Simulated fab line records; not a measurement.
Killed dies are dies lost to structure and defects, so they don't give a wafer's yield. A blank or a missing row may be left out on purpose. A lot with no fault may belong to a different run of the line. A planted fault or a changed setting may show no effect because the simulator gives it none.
Which tool was responsible? ; flow n5 finfet ; Sampling: 24 lots, 72 wafers, 2 of 1938 route steps

WHAT THE GAUGES SHOWED, per wafer
N5_BEOL_M12_OVL_MEAS_29. Usual: for M12_OVL the level is 4 nm and the standard deviation is 5.4.
lot;measured;on;M12_OVL (nm);flag
L075;day 10 16:31;overlay-01;3 2 2;
L074;day 11 03:58;overlay-01;8 3 -1;
L076;day 11 04:16;overlay-01;-3 -3 0;
L078;day 11 23:00;overlay-01;4 7 -6;
L077;day 12 01:08;overlay-02;3 6 5;
L080;day 12 01:28;overlay-01;-2 1 -2;
L079;day 12 05:05;overlay-01;6 2 3;
L081;day 12 08:08;overlay-02;4 7 -2;
L082;day 12 23:11;overlay-01;13 16 4;
L084;day 13 11:29;overlay-01;8 7 10;
L085;day 13 11:52;overlay-02;-1 0 4;
L083;day 13 12:12;overlay-02;-3 6 -2;
L086;day 13 16:00;overlay-02;1 2 -8;
L087;day 13 18:31;overlay-01;-7 6 -2;
L088;day 14 01:23;overlay-01;4 3 2;
L091;day 15 00:47;overlay-01;4 5 8;
L089;day 15 04:02;overlay-02;1 9 14;
L090;day 15 07:09;overlay-01;1 7 5;
L093;day 15 08:52;overlay-01;12 7 13;
L092;day 15 15:31;overlay-02;15 7 3;
L095;day 16 07:37;overlay-02;2 -1 1;
L094;day 16 08:01;overlay-02;-10 0 1;
L096;day 16 13:10;overlay-02;13 2 8;
L097;day 16 14:33;overlay-02;-7 -6 0;

TOOL THAT RAN EACH LOT (tool first, then ch and the chambers of the sampled wafers, then the start)
lot;N5_BEOL_M12_ETCH_59
L075;rie diel-06 ch 0,1,3, day 10 15:35
L074;rie diel-06 ch 1,2, day 11 03:02
L076;rie diel-06 ch 0,1,2, day 11 03:28
L078;rie diel-02 ch 1,3, day 11 22:11
L077;rie diel-03 ch 0,1,3, day 12 00:12
L080;rie diel-06 ch 0,2,3, day 12 00:31
L079;rie diel-06 ch 1,2, day 12 04:16
L081;rie diel-03 ch 0,1,3, day 12 07:19
L082;rie diel-02 ch 0,1,2, day 12 22:15
L084;rie diel-02 ch 0,2, day 13 10:40
L085;rie diel-02 ch 0,2,3, day 13 10:56
L083;rie diel-02 ch 1,2,3, day 13 11:15
L086;rie diel-02 ch 2,3, day 13 14:58
L087;rie diel-03 ch 0,1,3, day 13 17:42
L088;rie diel-02 ch 2,3, day 14 00:35
L091;rie diel-03 ch 1,2,3, day 14 23:58
L089;rie diel-03 ch 0,2, day 15 03:05
L090;rie diel-06 ch 0,1,3, day 15 06:13
L093;rie diel-03 ch 0,2,3, day 15 07:55
L092;rie diel-03 ch 0,2,3, day 15 14:34
L095;rie diel-06 ch 1,2, day 16 06:46
L094;rie diel-06 ch 0,1, day 16 07:10
L096;rie diel-02 ch 2,3, day 16 12:13
L097;rie diel-02 ch 0,2,3, day 16 13:44
- N5_BEOL_M12_ETCH_59: etches BARC in N2/H2, target depth 89 nm, overetch 26.7 nm, time 67.9 s.

AS READ BY THE TOOLS THEMSELVES (means over the sampled wafers that have a number; for cases with no such wafer, the mark the record gives instead)
N5_BEOL_M12_ETCH_59. Usual: drypump motor current A 5.7 A, standard deviation 0.44; oes product au 0.70 a.u., standard deviation 0.044; rf vpp V 524.6 V, standard deviation 2.4; showerhead plenum p Torr 2.57 Torr, standard deviation 0.087; throttle valve pct 17.79 %, standard deviation 0.27.
lot;tool;drypump motor current A (A);oes product au (a.u.);rf vpp V (V);showerhead plenum p Torr (Torr);throttle valve pct (%);flag
L075;rie diel-06;6.0;0.69;525.3;2.60;17.64;
L074;rie diel-06;5.8;0.68;523.0;2.48;17.69;
L076;rie diel-06;5.8;0.69;524.8;2.57;17.63;
L078;rie diel-02;5.4;0.74;525.1;2.58;17.53;
L077;rie diel-03;5.8;0.70;525.6;2.60;17.89;
L080;rie diel-06;5.7;0.69;527.2;2.65;17.61;
L079;rie diel-06;5.8;0.67;522.7;2.48;17.71;
L081;rie diel-03;5.9;0.70;525.8;2.60;17.90;
L082;rie diel-02;5.9;0.76;522.4;2.51;17.76;
L084;rie diel-02;6.2;0.74;522.5;2.47;17.98;
L085;rie diel-02;5.7;0.72;522.3;2.50;17.81;
L083;rie diel-02;5.4;0.73;524.0;2.54;17.57;
L086;rie diel-02;5.1;0.70;522.9;2.53;17.64;
L087;rie diel-03;5.8;0.69;526.3;2.60;17.93;
L088;rie diel-02;5.1;0.69;523.3;2.53;17.63;
L091;rie diel-03;5.6;0.70;526.5;2.64;17.93;
L089;rie diel-03;5.7;0.68;526.4;2.64;18.28;
L090;rie diel-06;6.0;0.65;525.7;2.58;17.72;
L093;rie diel-03;5.8;0.68;525.2;2.60;18.16;
L092;rie diel-03;5.8;0.67;523.9;2.59;18.18;
L095;rie diel-06;5.8;0.64;522.0;2.46;17.77;
L094;rie diel-06;6.1;0.63;523.0;2.50;17.77;
L096;rie diel-02;5.1;0.68;522.9;2.52;17.65;
L097;rie diel-02;5.6;0.70;522.9;2.50;17.83;

THE ANSWER, worked out from the rows above alone
Rule: a lot counts as off when the mean over its wafers that have a number is more than 3 standard deviations away from the usual mean. A lot without any number at a reading at which 4 lots or more have one is off too. All remaining lots with rows at the step are treated as sound. After the gauges, taken in route order, come the tools' own readings; for these a lot's mean is taken, as printed above. The first step at which some lot is off is used, and at that step the reading that is off furthest; a lot without a number counts as furthest.
None of the lots is off at any reading shown; this tells nothing.

WHAT THE SIMULATOR HAD INSERTED
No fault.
